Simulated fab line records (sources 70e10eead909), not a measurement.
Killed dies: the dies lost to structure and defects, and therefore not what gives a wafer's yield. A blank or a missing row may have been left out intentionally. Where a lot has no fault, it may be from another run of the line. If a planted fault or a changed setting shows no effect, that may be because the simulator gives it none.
fab line records	flow nand-harc
[record] lots = 5	wafers = 15	last-day = 25
route steps=1159 shown P_M0@255 END@1159
lots that met no fault: taken from a fault-free run of the same line
start-h: start of the lot's first displayed wafer, in hours after the record's first day	wait-h: hours since the lot's step before	" as in the row above	L1.1+2: a single row standing in for several wafers	- either no value or no given start	* or withheld: withheld	< > ~ a bound
route shown NAME@n: names a module that has steps shown in the file, with the first one's number in the route	usual: mean and standard deviation over wafers with no fault	same: alike in all rows	chamber/n: place in a boat	sites: readings site by site	_std_site: the standard deviation of these	_edge_site: inner sites' mean taken away from outer sites' mean	radius-mm: how far each site lies from the wafer's centre	mask NAME#n: copy n	behind: the most recent tool/chamber to have shaped the wafer	hold: cause of the lot's hold/its duration in hours/its outcome	device: transistor that didn't switch, given as n, p or np	end of line: tests of these same wafers at the route's end	where a step has no rows: the recipe by itself	killed: dies lost to structure and defects at the first sort, not the wafer's yield	map: a wafer's dies, marking killed ones x, the rest . and places with no die _
set.NAME: setting as actually run; set.NAME@STEP: the setting as run at that earlier step	model.NAME: the simulator's own value behind a step, which no gauge read
lots seen at some steps along the route; tables by step, rows by wafer
services: when a tool's chamber went out of use (start-h, in hours from the record's first day, below 0 if earlier), for how many hours, and the reason
[[steps]]
[step NHARC_P_M0_HMDS_02]
[recipe] time-s = 30
[step NHARC_P_M0_COAT_33]
[recipe] temp-c = 200	time-s = 65
[step NHARC_P_M0_COAT_03]
[recipe] spin-rpm = 1500	resist-thk-nm = 90
[step NHARC_P_M0_SOFTBAKE_04]
[recipe] temp-c = 105	time-s = 55
[step NHARC_P_M0_EBR_05]
[step NHARC_P_M0_EXPOSE_06]
[recipe] na = 1.35	target-cd-nm = 90	dose-mj = 81.28	mask-id = P_M0
[step NHARC_P_M0_PEB_07]
[recipe] peb-temp-c = 100	peb-time-s = 65
[step NHARC_P_M0_DEVELOP_08]
[recipe] develop-time-s = 35	dev-temp-c = 23
[step NHARC_P_M0_CD_MEAS_09]
[recipe] target-cd-nm = 90	landing-energy-ev = 500
[usual] cd-nm = 90.1/0.61
[same] landing-energy-ev = 500
lot.wafer	tool	chamber	start-h	wait-h	cd-nm
L103.1	cd-sem-02	0	136.48	-	90.1
L103.5	"	0	"	"	91.0
L103.6	"	0	"	"	90.1
L110.3	cd-sem-02	0	154.37	-	89.5
L110.4	"	0	"	"	88.8
L110.5	"	0	"	"	90.1
L123.1	cd-sem-03	0	233.02	-	90.0
L123.2	"	0	"	"	89.8
L123.3	"	0	"	"	89.5
L125.1	cd-sem-03	0	251.48	-	91.7
L125.2	"	0	"	"	90.9
L125.5	"	0	"	"	91.2
L126.3	cd-sem-01	0	258.38	-	89.7
L126.5	"	0	"	"	89.6
L126.6	"	0	"	"	89.4
[step NHARC_P_M0_OVL_MEAS_10]
[recipe] pitch-nm = 180
[usual] overlay-x-nm = 0.1/0.72	overlay-y-nm = -0.1/0.61
lot.wafer	tool	chamber	start-h	wait-h	overlay-x-nm	overlay-y-nm
L103.1	overlay-01	-	136.57	-	-0.8	0.6
L103.5	"	-	"	"	-0.8	0.9
L103.6	"	-	"	"	-1.2	0.6
L110.3	overlay-01	-	154.45	-	0.1	-0.3
L110.4	"	-	"	"	0.7	-0.3
L110.5	"	-	"	"	0.5	-0.2
L123.1	overlay-02	-	233.11	-	0.7	0.1
L123.2	"	-	"	"	0.2	-0.3
L123.3	"	-	"	"	-0.1	0.0
L125.1	overlay-02	-	251.56	-	0.0	-0.5
L125.2	"	-	"	"	-0.6	-0.6
L125.5	"	-	"	"	0.3	0.2
L126.3	overlay-02	-	258.47	-	1.4	-0.2
L126.5	"	-	"	"	1.7	-0.8
L126.6	"	-	"	"	1.7	-1.1
[step NHARC_P_M0_INSPECT_11]
[usual] raw-defect-count = 3.5/2
lot.wafer	tool	chamber	start-h	wait-h	raw-defect-count
L103.1	defect-inspect-01	-	136.61	0.0	7
L103.5	"	-	"	"	9
L103.6	"	-	"	"	8
L110.3	defect-inspect-02	-	154.49	0.0	5
L110.4	"	-	"	"	5
L110.5	"	-	"	"	3
L123.1	defect-inspect-02	-	233.14	0.0	2
L123.2	"	-	"	"	4
L123.3	"	-	"	"	0
L125.1	defect-inspect-02	-	251.60	0.0	4
L125.2	"	-	"	"	8
L125.5	"	-	"	"	4
L126.3	defect-inspect-01	-	258.50	0.0	2
L126.5	"	-	"	"	1
L126.6	"	-	"	"	3
[step NHARC_P_M0_DESCUM_14]
[recipe] time-s = 3	o2-flow-sccm = 200	ar-flow-sccm = 0	bias-power-w = 0	chemistry = O2
[usual] drypump-motor-current-A = 5.6/0.44	oes-product-au = 1.002/0.0082	rf-vpp-V = 57.7/0.93	showerhead-plenum-p-Torr = 1.91/0.073	throttle-valve-pct = 11.312/0.0085
[same] time-s = 3
lot.wafer	tool	chamber	start-h	wait-h	drypump-motor-current-A	oes-product-au	rf-hours-counter-h	rf-vpp-V	showerhead-plenum-p-Torr	throttle-valve-pct
L103.1	rie-diel-03	2	136.67	0.1	5.5	0.996	6	56.8	2.03	11.303
L103.6	"	2	"	"	5.5	0.996	-	60.1	2.03	11.315
L103.5	"	3	"	"	5.4	0.999	-	56.8	1.94	11.294
L110.4	rie-diel-03	1	154.56	0.1	5.8	0.997	6	58.5	1.93	11.306
L110.3	"	3	"	"	5.5	0.999	7	59.2	1.94	11.309
L110.5	"	1	"	"	5.7	1.010	-	57.5	1.93	11.317
L123.2	rie-diel-05	3	233.20	0.1	6.0	1.006	4	55.8	1.82	11.320
L123.3	"	1	"	"	5.2	0.997	4	57.0	1.87	11.311
L123.1	"	2	"	"	5.4	0.996	4	57.2	1.92	11.307
L125.1	rie-diel-05	1	251.67	0.1	5.2	1.009	7	57.2	1.87	11.321
L125.2	"	2	"	"	5.3	1.006	6	56.6	1.92	11.327
L125.5	"	0	"	"	5.0	0.998	-	55.9	1.87	11.307
L126.3	rie-diel-12	3	258.59	0.1	5.0	0.996	3	57.9	1.79	11.325
L126.5	"	0	"	"	5.9	1.006	-	57.4	1.80	11.318
L126.6	"	1	"	"	4.8	0.996	-	60.3	1.90	11.328
[step NHARC_P_M0_ETCH_34]
[recipe] target-depth-a = 400	overetch-a = 120	time-s = 43.94	ion-energy-ev = 200	n2-flow-sccm = 150	h2-flow-sccm = 150	ar-flow-sccm = 0	rf-w = 400	bias-w = 150	chemistry = N2/H2
[usual] drypump-motor-current-A = 5.6/0.43	oes-product-au = 1.002/0.0077	rf-vpp-V = 430.5/2.2	run-length-s = 65.3/0.39	showerhead-plenum-p-Torr = 2.04/0.081	throttle-valve-pct = 14.171/0.009
lot.wafer	tool	chamber	start-h	wait-h	drypump-motor-current-A	oes-product-au	rf-hours-counter-h	rf-vpp-V	run-length-s	showerhead-plenum-p-Torr	throttle-valve-pct
L103.1	rie-diel-03	3	136.76	0.1	5.4	0.988	6	432.3	65.7	2.07	14.166
L103.5	"	2	"	"	5.5	1.004	-	433.1	65.4	2.17	14.160
L103.6	"	3	"	"	5.4	0.993	-	430.6	65.7	2.07	14.164
L110.4	rie-diel-03	0	154.63	0.1	6.1	0.995	6	431.1	65.2	2.11	14.187
L110.3	"	3	"	"	5.4	1.007	7	430.3	55.4	2.06	14.165
L110.5	"	0	"	"	6.1	1.000	-	433.4	65.3	2.11	14.157
L123.3	rie-diel-05	1	233.29	0.1	5.2	1.007	4	430.4	64.7	1.99	14.159
L123.1	"	3	"	"	6.0	1.015	4	427.6	65.7	1.93	14.173
L123.2	"	0	"	"	5.0	1.011	4	429.2	65.3	1.99	14.187
L125.2	rie-diel-05	0	251.75	0.1	5.0	1.003	6	430.3	65.3	1.99	14.174
L125.1	"	2	"	"	5.3	1.022	6	430.8	65.9	2.05	14.189
L125.5	"	3	"	"	6.1	1.002	-	427.0	65.2	1.93	14.171
L126.3	rie-diel-12	1	258.67	0.1	4.8	1.002	5	430.9	65.1	2.03	14.167
L126.6	"	2	"	"	6.5	0.992	-	426.7	64.7	1.90	14.167
L126.5	"	3	"	"	5.1	0.988	-	427.5	65.0	1.91	14.166
[step NHARC_P_M0_ETCH_15]
[recipe] target-depth-a = 1500	overetch-a = 150	time-s = 82.5	c4f8-flow-sccm = withheld	ar-flow-sccm = 400	rf-w = 600	bias-w = 300	chemistry = C4F8/Ar
[usual] oes-product-au = 0.964/0.014	rf-vpp-V = 440.9/2.4	run-length-s = 103.9/0.42
[same] time-s = 82.5
lot.wafer	tool	chamber	start-h	wait-h	oes-product-au	rf-hours-counter-h	rf-vpp-V	run-length-s
L103.1	rie-diel-03	1	-	-	0.983	5	440.8	104.0
L103.5	"	3	"	"	0.956	-	442.5	104.1
L103.6	"	0	"	"	0.986	-	443.1	103.8
L110.3	rie-diel-03	1	-	-	0.954	6	442.1	104.2
L110.4	"	0	"	"	0.957	6	442.6	103.6
L110.5	"	1	"	"	0.967	-	440.1	104.0
L123.1	rie-diel-05	2	-	-	0.982	4	441.7	104.6
L123.2	"	3	"	"	0.978	4	437.7	104.4
L123.3	"	1	"	"	0.974	5	439.4	103.1
L125.2	rie-diel-05	0	-	-	0.957	6	439.0	103.9
L125.1	"	1	"	"	0.968	7	441.1	103.5
L125.5	"	2	"	"	0.985	-	442.3	104.3
L126.3	rie-diel-12	0	-	-	0.959	4	436.5	103.4
L126.5	"	1	"	"	0.965	-	438.7	103.3
L126.6	"	2	"	"	0.965	-	436.5	103.0
[step NHARC_END_SORT_01]
[recipe] temp-c = 25
[usual] defect-limited-yield = 95.2/1.6	killed-at-array = 29/10	killed-at-other = 0.7/1.1	killed-at-periphery = 3.2/2.2	killed-dies = 33/11	killed-open = 3.5/1.8	killed-short = 2.0/1.4	sort_bin_2_pct = 1.5/0.61	sort_bin_3_pct = 0.29/0.22	sort_bin_4_pct = 3.1/1.1	sort-n-pass = 644/11	sort-rim-yield-pct = 95/3.3	sort-yield-pct = 95.2/1.6
[same] gross-dies = 677	sort_bin_5_pct[%] = 0	sort_bin_6_pct[%] = 0	sort_bin_7_pct[%] = 0	sort_bin_8_pct[%] = 0	sort-rim-n-gross = 106.00
lot.wafer	tool	chamber	start-h	wait-h	defect-limited-yield[%]	killed-at-array	killed-at-other	killed-at-periphery	killed-dies	killed-open	killed-short	sort_bin_2_pct[%]	sort_bin_3_pct[%]	sort_bin_4_pct[%]	sort-n-pass	sort-rim-yield-pct[%]	sort-yield-pct[%]
L103.1	prober-02	0	466.93	2.5	97.2	14	0	5	19	0	2	0.7	0.44	1.6	658	95	97.2
L103.5	prober-02	0	470.13	3.7	96.8	20	0	2	22	5	0	0.6	0.30	2.4	655	98	96.8
L103.6	prober-02	0	470.93	4.0	97.0	14	0	6	20	2	2	0.7	0	2.2	657	98	97.0
L110.3	prober-02	0	484.12	3.1	96.2	25	0	1	26	3	1	1.2	0	2.7	651	98	96.2
L110.4	prober-02	0	484.93	3.4	95.4	27	0	4	31	7	0	0.9	0.44	3.2	646	92	95.4
L110.5	prober-02	0	485.74	3.7	97.8	13	0	2	15	2	2	0.4	0.30	1.5	662	97	97.8
L123.1	prober-01	0	566.58	2.5	93.4	41	2	2	45	4	3	2.5	0.59	3.5	632	97	93.4
L123.2	prober-01	0	567.37	2.8	94.7	33	0	3	36	4	0	1.9	0	3.4	641	94	94.7
L123.3	prober-01	0	568.16	3.1	94.8	33	0	2	35	2	2	1.9	0.30	3.0	642	100	94.8
L126.3	prober-02	0	586.12	3.1	92.3	49	3	0	52	3	2	2.5	0.30	4.9	625	100	92.3
L126.5	prober-02	0	587.71	3.7	93.1	41	5	1	47	3	3	1.8	0.30	4.9	630	89	93.1
L126.6	prober-02	0	588.51	4.0	91.6	50	4	3	57	5	2	2.8	0.15	5.5	620	93	91.6
// killed by level:class
L103.1 P_GATE:chamber-film-flake=5 A_WL_FILL:chamber-film-flake=4 A_STAIRCASE:chamber-film-flake=4 A_M0:chamber-film-flake=2 A_SOURCE_PLATE:geometric-particle:short=1 A_WL_FILL:geometric-particle:short=1 A_CHANNEL_HOLE_D1:chamber-film-flake=1 A_SLIT:chamber-film-flake=1
L103.5 A_M0:chamber-film-flake=5 A_STAIRCASE:chamber-film-flake=4 A_CONTACT:geometric-particle:open=3 A_CONTACT:chamber-film-flake=3 P_GATE:chamber-film-flake=2 A_WL_FILL:chamber-film-flake=2 A_WL_FILL:geometric-particle:open=1 A_BLC:geometric-particle:open=1
L103.6 P_GATE:chamber-film-flake=3 A_STAIRCASE:chamber-film-flake=2 A_WL_FILL:chamber-film-flake=2 A_CONTACT:chamber-film-flake=2 A_M0:chamber-film-flake=2 P_M1:geometric-particle:open=1 A_ONON_D1:geometric-particle:short=1 A_WL_FILL:geometric-particle:short=1
L110.3 A_CHANNEL_HOLE_D1:chamber-film-flake=18 A_STAIRCASE:chamber-film-flake=3 A_CONTACT:geometric-particle:open=2 P_M0:geometric-particle:open=1 A_WL_FILL:geometric-particle:short=1 A_CONTACT:chamber-film-flake=1
L110.4 A_CHANNEL_HOLE_D1:chamber-film-flake=16 A_CONTACT:chamber-film-flake=3 A_CONTACT:geometric-particle:open=2 P_STI:chamber-film-flake=2 A_STAIRCASE:chamber-film-flake=2 P_ZERO_WELL:geometric-particle:open=1 P_CONTACT:geometric-particle:open=1 A_ONON_D1:geometric-particle:open=1
L110.5 A_CHANNEL_HOLE_D1:chamber-film-flake=6 A_STAIRCASE:chamber-film-flake=2 A_CONTACT:chamber-film-flake=2 P_M0:geometric-particle:short=1 P_M1:geometric-particle:open=1 A_SOURCE_PLATE:geometric-particle:open=1 A_CHANNEL_HOLE_D1:geometric-particle:short=1 A_ZERO_WELL:chamber-film-flake=1
L123.1 A_CHANNEL_HOLE_D1:chamber-film-flake=30 A_CONTACT:chamber-film-flake=4 P_M0:geometric-particle:open=2 STARTING-WAFER:geometric-particle:short=2 A_SLIT:chamber-film-flake=2 A_SOURCE_PLATE:geometric-particle:open=1 A_WL_FILL:geometric-particle:short=1 A_M0:geometric-particle:open=1
L123.2 A_CHANNEL_HOLE_D1:chamber-film-flake=20 A_CONTACT:chamber-film-flake=6 A_STAIRCASE:chamber-film-flake=2 P_M0:geometric-particle:open=1 A_SOURCE_PLATE:geometric-particle:open=1 A_CHANNEL_HOLE_D1:geometric-particle:open=1 A_CHANNEL_FILL_D1:geometric-particle:open=1 P_STI:chamber-film-flake=1
L123.3 A_CHANNEL_HOLE_D1:chamber-film-flake=23 A_WL_FILL:chamber-film-flake=2 A_CONTACT:chamber-film-flake=2 A_BLC:chamber-film-flake=2 P_GATE:geometric-particle:short=1 P_M0:geometric-particle:open=1 A_SGD_CUT:geometric-particle:short=1 A_M0:geometric-particle:open=1
L126.3 A_SLIT:chamber-film-flake=18 A_CHANNEL_HOLE_D1:chamber-film-flake=10 A_CONTACT:chamber-film-flake=5 A_BONDPAD:chamber-film-flake=4 A_STAIRCASE:chamber-film-flake=3 A_WL_FILL:chamber-film-flake=2 THIN_TSV:chamber-film-flake=2 A_SOURCE_PLATE:geometric-particle:short=1
L126.5 A_CHANNEL_HOLE_D1:chamber-film-flake=13 A_SLIT:chamber-film-flake=13 A_CONTACT:chamber-film-flake=5 THIN_TSV:chamber-film-flake=5 A_BONDPAD:chamber-film-flake=3 P_M2:geometric-particle:open=1 A_ONON_D1:geometric-particle:short=1 A_WL_FILL:geometric-particle:short=1
L126.6 A_SLIT:chamber-film-flake=24 A_CHANNEL_HOLE_D1:chamber-film-flake=6 A_CONTACT:chamber-film-flake=6 A_BONDPAD:chamber-film-flake=4 THIN_TSV:chamber-film-flake=4 A_CONTACT:geometric-particle:open=3 A_ZERO_WELL:chamber-film-flake=2 A_STAIRCASE:chamber-film-flake=2
[[services]]
tool	chamber	start-h	hours	kind
rie-diel-05	0	118.10	-	clean
rie-diel-05	1	118.10	-	clean
rie-diel-05	2	118.10	-	clean
rie-diel-05	3	118.10	-	clean
rie-diel-03	0	120.80	-	clean
rie-diel-03	1	120.80	-	clean
rie-diel-03	2	120.80	-	clean
rie-diel-03	3	120.80	-	clean
rie-diel-05	0	142.60	-	clean
rie-diel-05	1	142.60	-	clean
rie-diel-05	2	142.60	-	clean
rie-diel-05	3	142.60	-	clean
rie-diel-12	0	142.69	1.5	repair
rie-diel-03	0	145.30	-	clean
rie-diel-03	1	145.30	-	clean
rie-diel-03	2	145.30	-	clean
rie-diel-12	1	151.24	1.4	repair
rie-diel-05	-	158.67	1.0	repair
rie-diel-05	-	163.60	9.0	pm
rie-diel-03	2	171.77	5.3	repair
rie-diel-05	0	189.94	8.1	repair
rie-diel-12	-	202.40	9.0	pm
rie-diel-05	1	202.65	3.3	repair
rie-diel-03	-	215.30	9.0	pm
[[key]]
[first-sign] step = NHARC_P_M0_ETCH_34	reading = run-length-s	direction = down	sigmas = 26	usual = *	struck = *
effect none on later readings
met-at NHARC_P_M0_ETCH_34
struck-wafers L110.3
onset-between 136.76 154.63
[fault] kind = process-parameter-drift	tool = rie-diel-03	chamber = -	onset-h = 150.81	steps = NHARC_P_M0_ETCH_34	channel = time-s	offset = *	shape = step	end-h = 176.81	scope = struck-wafers-only	acts-in = *	stated = *
